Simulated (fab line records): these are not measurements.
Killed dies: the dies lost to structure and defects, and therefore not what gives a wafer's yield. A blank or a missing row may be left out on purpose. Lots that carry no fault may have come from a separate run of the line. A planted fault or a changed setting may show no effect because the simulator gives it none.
Chamber matching / flow nand-harc / NHARC_A_DECK1_JOINT_ETCHBACK_00 on rie-si-05: 4 sister chambers
The step etches the open film in HBr, target depth 30 nm, time 17.4 s. 4 wafers are shown with their chamber, then 7 later ones without.

## WAFERS PAIRED WITH THEIR CHAMBERS
wafer=L078.2; chamber=2; drypump-motor-current-A (A)=5.8
wafer=L082.1; chamber=1; drypump-motor-current-A (A)=5.6
wafer=L087.1; chamber=3; drypump-motor-current-A (A)=5.2
wafer=L087.3; chamber=0; drypump-motor-current-A (A)=5.6

## WAFERS WITH NO CHAMBER GIVEN
wafer=L087.4; drypump-motor-current-A (A)=5.6
wafer=L088.1; drypump-motor-current-A (A)=5.6
wafer=L088.3; drypump-motor-current-A (A)=5.6
wafer=L088.4; drypump-motor-current-A (A)=5.2
wafer=L092.1; drypump-motor-current-A (A)=5.7
wafer=L092.2; drypump-motor-current-A (A)=5.2
wafer=L092.5; drypump-motor-current-A (A)=5.6

## WHICH CHAMBER EACH ONE RAN IN
wafer=L087.4; from the rows above=can't be placed: 0 or 1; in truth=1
wafer=L088.1; from the rows above=can't be placed: 0 or 1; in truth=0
wafer=L088.3; from the rows above=can't be placed: 0 or 1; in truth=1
wafer=L088.4; from the rows above=3; in truth=3
wafer=L092.1; from the rows above=can't be placed: 2 or 0 or 1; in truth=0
wafer=L092.2; from the rows above=3; in truth=3
wafer=L092.5; from the rows above=can't be placed: 0 or 1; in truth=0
Correct placement for 2 of the 7. Unplaceable from these rows: 5, with the true chamber sitting among the candidates in 5. 0 placed wrongly.
How it was worked out, from the rows above alone: a wafer's distance from a chamber is the root of the sum, over the readings, of the square of ((its reading less the chamber's mean) divided by the reading's scatter). If the next closest chamber is less than 2 further off than the closest, the wafer can't be placed; otherwise it belongs to the closest. A chamber's mean is the mean of its shown wafers. The scatter: root of mean squared gap, hidden wafer to nearest shown wafer, with one shown wafer a chamber.
